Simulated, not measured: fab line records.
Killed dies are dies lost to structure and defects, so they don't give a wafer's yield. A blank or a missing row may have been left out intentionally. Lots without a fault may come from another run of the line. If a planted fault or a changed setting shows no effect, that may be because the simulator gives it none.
Which tool did it? -- flow nandHarc -- 18 wafers sampled from 6 lots at 1 step of a route of 1159

WHAT EACH GAUGE READ, for each wafer
NHARC_A_M1_OVL_MEAS_10: pitch 240 nm.
lot,measured,on,overlayXNm (nm)
L679,day 18 08:07,overlay-02,-0.2 -0.1 0.3
L684,day 19 02:46,overlay-01,-1.7 -2.0 -1.3
L688,day 20 14:29,overlay-02,0.5 0.0 -0.1
L689,day 20 21:50,overlay-01,-1.4 -1.7 -1.3
L698,day 23 00:25,overlay-01,-0.9 -0.8 -0.7
L700,day 23 12:46,overlay-02,-0.5 -0.1 -0.5

EACH LOT AND THE TOOL THAT RAN IT (in order: tool; ch and the chambers of the sampled wafers; start)
The record holds no process step before these readings.

THE ANSWER, worked out from the rows above alone
Rule: what is usual is taken from the lots themselves. The widest of any qualifying gaps counts: lots, ordered by their means at a reading, are off when they make up no more than a third of the lots, leave a main group of 4 or more, and stand apart from it by 3 or more times the standard deviation of that group's means. A main group is skipped when, at the precision printed for the reading in the tables above, its means are all equal. A lot without any number at a reading at which 4 lots or more have one is off too. All remaining lots with rows at the step are treated as sound.
No lot is off on any of the readings shown, so nothing can be concluded from this.

WHAT THE SIMULATOR HAD PUT IN
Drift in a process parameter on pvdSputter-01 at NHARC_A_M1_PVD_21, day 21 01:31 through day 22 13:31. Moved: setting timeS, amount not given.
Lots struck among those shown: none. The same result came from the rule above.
